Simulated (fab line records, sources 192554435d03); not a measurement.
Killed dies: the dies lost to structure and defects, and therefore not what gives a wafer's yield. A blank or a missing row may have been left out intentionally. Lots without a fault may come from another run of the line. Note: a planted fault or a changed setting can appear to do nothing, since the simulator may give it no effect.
Comparing a struck lot with a sound one | flow n5Finfet | 42 out of 1938 route steps
Sound: the wafers L821.1, L821.5, L821.6. The struck wafers were L823.1, L823.2, L823.5. The cause is named last.
Per side, at each step with rows, come the tool, then ch with its chambers, and then its first start. Under that, the readings that differ: sound wafers | struck wafers | difference of the means | sigmas: that difference in standard deviations of wafers without a fault.
alike: readings with means less than 2 such deviations apart, plus words and numbers identical on both sides. not compared: withheld readings, readings lacking a value on some wafer, bounds such as >300 that could conceal the same value, and numbers that have no deviation in the record and whose values overlap.
The two part at a step that has a row with sigmas, a row that says differs or no value, or rows on one side only. Numbers that have no deviation but don't overlap get no sigmas and don't part them. A reading missing from all wafers of one side parts the sides only when that side holds two or more wafers.

first, 4 steps without rows for these wafers: N5_BEOL_M5_STRIP_36 (strips in N2/H2); N5_BEOL_M5_TRENCH_ETCH_37 (etches SiCOH lowk in C4F6/O2, target depth 71.652 nm, time 24.7 s); N5_BEOL_M5_ETCH_41 (etches SiCN in CH3F/O2, target depth 31.5 nm, time 56.7 s); N5_BEOL_M5_STRIP_91 (strips in N2/H2, time 10 s).
N5_BEOL_M5_OCD_MEAS_38:
  sound on ocd-01, day 10 12:19; struck on ocd-01, day 10 22:34
  alike: trenchDepthNm
then, 4 steps without rows for these wafers: N5_BEOL_M5_HM_STRIP_39 (strips TiN in peroxide tin strip, target depth 25 nm, time 158 s); N5_BEOL_M5_SRD_40 (time 30 s); N5_BEOL_M5_PRECLEAN_42 (cleans in residue remover, time 60 s); N5_BEOL_M5_SRD_43 (time 30 s).
N5_BEOL_M5_CD_MEAS_35: target cd 28 nm, target cd y 24 nm.
  sound on cdSem-02, day 10 12:28; struck on cdSem-01, day 10 22:43
  alike: cdNm
then, 2 steps without rows for these wafers: N5_BEOL_M5_CURE_80 (cures SiCOH lowk, time 120 s); N5_BEOL_M5_DEGAS_44 (time 60 s).
N5_BEOL_M5_PRE_CLEAN_45: time 30 s.
  sound on pvdSputter-02, day 10 13:19; struck on pvdSputter-02, day 10 23:20
  alike: heaterPowerW, susceptorTempC
N5_BEOL_M5_ALD_86: deposits TaN, pulse time 2 s, purge time 3 s, co reactant purge time 2 s.
  sound on aldMetal-03 ch 0,1, day 10 13:22; struck on aldMetal-02 ch 1,3, day 10 23:24
  alike: chamberPressureTorr, heaterPowerW, susceptorTempC
then, 8 steps without rows for these wafers: N5_BEOL_M5_SURFACE_TREAT_87; N5_BEOL_M5_CVD_47 (deposits Co from CCTBA/H2, target thk 3 nm, time 216 s); N5_BEOL_M5_SPUTTER_48 (material Cu, target thk 15 nm, time 27.62 s); N5_BEOL_M5_ANNEAL_49 (time 1800 s); N5_BEOL_M5_SPUTTER_81 (material Cu, target thk 15 nm, time 27.62 s); N5_BEOL_M5_ANNEAL_82 (time 1800 s); N5_BEOL_M5_SPUTTER_83 (material Cu, target thk 15 nm, time 27.62 s); N5_BEOL_M5_ANNEAL_84 (time 1800 s).
N5_BEOL_M5_SPUTTER_88: material Cu, target thk 15 nm, time 27.62 s.
  sound on pvdSputter-01, day 10 17:15; struck on pvdSputter-01, day 11 03:11
  alike: susceptorTempC, throttleValvePct
then, 3 steps without rows for these wafers: N5_BEOL_M5_ANNEAL_89 (time 1800 s); N5_BEOL_M5_SPUTTER_90 (material Cu, target thk 4.5 nm, time 8.29 s); N5_BEOL_M5_ECD_50 (material Cu, target thk 300 nm).
N5_BEOL_M5_ANNEAL_51: time 90 s.
  sound on rtpAnneal-02 ch 0, day 10 18:32; struck on rtpAnneal-02 ch 0, day 11 04:28
reading         | sound                | struck               | difference | sigmas
annealTempC (C) | 224.58 224.67 224.86 | 225.19 225.25 225.18 | +0.50      | +2
  alike: wafer_temp_C_max
then, 1 step without rows for these wafers: N5_BEOL_M5_CMP_52 (polishes, stops on SiCOH lowk, t overpolish 6.9 s, target thk 62 nm).
N5_BEOL_M5_THK_MEAS_53: measures by xrf.
  sound on filmMetro-02, day 10 19:08; struck on filmMetro-01, day 11 05:04
  alike: M5_THK
N5_BEOL_M5_PRE_CLEAN_77: time 15 s.
  sound on cvdCo-02 ch 0,2, day 10 19:10; struck on cvdCo-02 ch 0,1, day 11 05:05
  alike: heaterPowerW
  not compared: susceptorTempC
then, 3 steps without rows for these wafers: N5_BEOL_M5_CO_CAP_78 (material Co, precursor CCTBA/H2, target thk 2 nm, time 102.1 s); N5_BEOL_M5_PRE_CLEAN_55 (time 15 s); N5_BEOL_M5_DEP_56 (deposits SiCN from 3MS/NH3, target thk 8 nm, time 14 s).
N5_BEOL_M5_RS_MEAS_57: uses a four-point probe to measure.
  sound on filmMetro-02, day 10 19:23; struck on filmMetro-01, day 11 05:19
  alike: M5_RS
then, 2 steps without rows for these wafers: N5_BEOL_M6_ILD_DEP_00 (deposits SiCOH lowk from DEMS/porogen, target thk 179.75 nm, time 33.4 s); N5_BEOL_M6_CURE_74 (cures SiCOH lowk, time 240 s).
N5_BEOL_M6_THK_MEAS_01:
  sound on filmMetro-02, day 10 20:04; struck on filmMetro-01, day 11 06:26
reading         | sound             | struck            | difference | sigmas
M6_ILD_THK (nm) | 152.2 153.2 154.0 | 157.0 156.9 158.6 | +4.4       | +2
then, 1 step without rows for these wafers: N5_BEOL_M6_PECVD_70 (deposits SiO2 from TEOS/O2, target thk 20 nm, time 22.7 s).
N5_BEOL_M6_HM_DEP_02: deposits TiN, target thk 20 nm.
  sound on pvdSputter-01, day 10 22:20; struck on pvdSputter-03, day 11 06:40
  alike: susceptorTempC, throttleValvePct
then, 2 steps without rows for these wafers: N5_BEOL_M6_COAT_59 (time 60 s, resist thk 100 nm); N5_BEOL_M6_COAT_60 (time 60 s, resist thk 35 nm).
-- here the record skips 4 days between the struck wafers' starts before and after, leaving off in module BEOL_M6 and picking up in module PASSIVATION (first step shown: number 1936 of the route) --
N5_PASSIVATION_PROBE_49:
  sound on prober-02, day 14 19:59; struck on prober-02, day 15 04:11
reading                 | sound       | struck      | difference | sigmas
killed_at_M4_up         | 18 11 21    | 48 97 98    | +64        | +15
killedAtFrontEnd        | 60 63 35    | 20 31 25    | -27        | -2
killedOnRim             | 18 22 16    | 26 27 30    | +9         | +2
killedOpen              | 100 81 78   | 45 46 54    | -38        | -3
sort_bin_5_function (%) | 6.9 4.7 5.4 | 5.8 8.4 9.4 | +2.2       | +2
  alike: defectLimitedYield, killed_at_M0_to_M3, killedAtContacts, killedAtOther, killedDies, killedShort, sort_bin_6_memory, sort_bin_8_speed, sortNPass, sortYieldPct

WHERE THEY PART
Earliest at N5_BEOL_M5_ANNEAL_51; latest, in this record, at N5_PASSIVATION_PROBE_49.

WHY: the cause the simulator had injected
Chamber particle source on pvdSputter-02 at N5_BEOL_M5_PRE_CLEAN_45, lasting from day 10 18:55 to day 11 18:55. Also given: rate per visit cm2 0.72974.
